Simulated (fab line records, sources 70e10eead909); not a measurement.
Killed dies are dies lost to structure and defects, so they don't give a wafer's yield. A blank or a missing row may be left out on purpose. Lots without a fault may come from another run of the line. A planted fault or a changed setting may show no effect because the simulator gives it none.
A struck lot beside a sound one | flow nand_harc | 25 steps out of a route of 1302
Sound: wafers L835.1, L835.2, L835.4. Struck: wafers L842.2, L842.5, L842.6. The cause comes at the end.
At each step with rows: each side's tool, then ch and its chambers, then its first start. Under that, the readings that differ: sound wafers | struck wafers | difference of the means | sigmas: that difference in standard deviations of wafers without a fault.
alike: readings whose means differ by less than 2 such deviations, and words and numbers that are the same on both sides. not compared: withheld readings, readings that some wafer has no value for, bounds like >300 that may hide the same value, and numbers for which the record gives no deviation and whose values overlap.
The two part at a step that has a row with sigmas, a row that says differs or no value, or rows on one side only. Numbers that don't overlap but have no deviation are shown without sigmas and don't part them. A reading that every wafer of one side lacks parts them only if that side has two wafers or more.

first, 4 steps without rows for these wafers: NHARC_P_GATE_PRECLEAN_71 (cleans in SC1); NHARC_P_GATE_SRD_72; NHARC_P_GATE_OXIDE_16 (material SiO2, target thk 3 nm, ox time 392 s); NHARC_P_GATE_CVD_17 (deposits poly-Si, target thk 150 nm, time 900 s).
NHARC_P_GATE_HM_DEP_102: deposits aC, target thk 120 nm.
  sound on acl_dep-03 ch 0, day 7 17:08; struck on acl_dep-03 ch 0, day 11 01:53
  alike: throttle_valve_pct
NHARC_P_GATE_DEP_103: deposits SiON, target thk 30 nm.
  sound on pecvd-02 ch 0,1,2, day 7 17:47; struck on pecvd-01 ch 0,2, day 11 02:30
  alike: heater_power_w
then, 6 steps without rows for these wafers: NHARC_P_GATE_DEHYDRATE_18 (time 120 s); NHARC_P_GATE_HMDS_19 (time 30 s); NHARC_P_GATE_COAT_20 (resist thk 90 nm); NHARC_P_GATE_SOFTBAKE_21 (time 55 s); NHARC_P_GATE_EBR_22; NHARC_P_GATE_EXPOSE_23 (exposes mask P GATE, target cd 120 nm).
NHARC_P_GATE_PEB_24: peb time 65 s.
  sound on litho_track-01 ch 0, day 7 18:23; struck on litho_track-01 ch 0, day 11 03:02
  reading                  | sound               | struck            | difference | sigmas
  heater_power_total_W (W) | 156.1 157.0 157.1   | 151.8 150.9 151.4 | -5.4       | -13
  plate_temp_C (C)         | 100.02 100.09 99.75 | 97.56 97.31 97.61 | -2.46      | -20
then, 1 step without rows for these wafers: NHARC_P_GATE_DEVELOP_25 (develop time 35 s).
NHARC_P_GATE_CD_MEAS_26: target cd 120 nm.
  sound on cd_sem-02 ch 0, day 7 18:28; struck on cd_sem-01 ch 0, day 11 03:07
  reading    | sound             | struck            | difference | sigmas
  cd_nm (nm) | 120.6 120.0 120.0 | 128.7 128.7 129.9 | +8.9       | +13
NHARC_P_GATE_OVL_MEAS_27:
  sound on overlay-01, day 7 18:34; struck on overlay-01, day 11 03:13
  reading           | sound          | struck      | difference | sigmas
  overlay_x_nm (nm) | -1.7 -1.2 -1.2 | 0.3 0.6 0.3 | +1.8       | +2
  alike: overlay_y_nm
NHARC_P_GATE_INSPECT_28:
  sound on defect_inspect-02, day 7 18:35; struck on defect_inspect-01, day 11 03:14
  alike: raw_defect_count
NHARC_P_GATE_DESCUM_31: chemistry O2, time 3 s.
  sound on rie_diel-02 ch 0,1,3, day 7 18:40; struck on rie_diel-07 ch 0,1,2, day 11 03:19
  reading                 | sound             | struck        | difference | sigmas
  model.P_GATE.cd_nm (nm) | 120.3 119.6 119.4 | 129 128.4 130 | +9         |
  alike: chamber_pressure_mTorr, drypump_motor_current_A, oes_product_au, rf_vpp_V, showerhead_plenum_p_Torr, throttle_valve_pct
  not compared: rf_hours_counter_h
NHARC_P_GATE_ETCH_104: etches the open film in CF4/CHF3, target depth 60 nm.
  sound on rie_diel-02 ch 0,1,2, day 7 18:44; struck on rie_diel-07 ch 1,2,3, day 11 03:24
  reading               | sound             | struck            | difference | sigmas
  oes_product_au (a.u.) | 0.900 0.923 0.932 | 0.968 0.973 0.978 | +0.055     | +2
  alike: chamber_pressure_mTorr, drypump_motor_current_A, rf_vpp_V, showerhead_plenum_p_Torr, throttle_valve_pct
NHARC_P_GATE_HM_OPEN_105: chemistry O2/COS, target depth 360 nm.
  sound on rie_diel-02 ch 0,1,2; struck on rie_diel-07 ch 0,2,3
  alike: chamber_pressure_mTorr, drypump_motor_current_A, oes_product_au, rf_vpp_V, showerhead_plenum_p_Torr, throttle_valve_pct
  not compared: rf_hours_counter_h
then, 1 step without rows for these wafers: NHARC_P_GATE_STRIP_106 (strips in O2/COS).
NHARC_P_GATE_ETCH_114: etches the open film in CF4/O2, target depth 30 nm, overetch 3 nm, time 16.5 s.
  sound on rie_diel-02 ch 0,1,3; struck on rie_diel-07 ch 1,2,3
  alike: chamber_pressure_mTorr, drypump_motor_current_A, oes_f_703_au, oes_product_au, rf_vpp_V, showerhead_plenum_p_Torr, throttle_valve_pct
  not compared: rf_hours_counter_h
NHARC_P_GATE_ETCH_32: etches the open film in HBr/Cl2, target depth 150 nm, time 100.1 s.
  sound on rie_si-06 ch 0,2,3, day 7 19:07; struck on rie_si-06 ch 1,2,3, day 11 03:48
  reading                 | sound           | struck            | difference | sigmas
  model.P_GATE.cd_nm (nm) | 120.3 122.4 122 | 131.1 131.5 131.7 | +9.9       |
  alike: chamber_pressure_mTorr, drypump_motor_current_A, he_backside_leak_sccm, oes_product_au, throttle_valve_pct
  not compared: rf_hours_counter_h
then, 1 step without rows for these wafers: NHARC_P_GATE_STRIP_108 (strips in O2).
-- the record jumps here: 19 days lie between the struck wafers' starts before and after (it left off in module P_GATE and takes up again in module END, whose first step shown is number 1302 of the route) --
NHARC_END_SORT_01:
  the record has rows for the struck wafers here (prober-01 ch 0, day 29 21:56) and none for the sound ones

WHERE THEY PART
First at NHARC_P_GATE_PEB_24; last, within this record, at NHARC_END_SORT_01.

WHY: what the simulator had put in
Process parameter drift: litho_track-01, from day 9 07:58 on, at NHARC_P_GATE_PEB_24. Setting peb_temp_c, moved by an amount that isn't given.
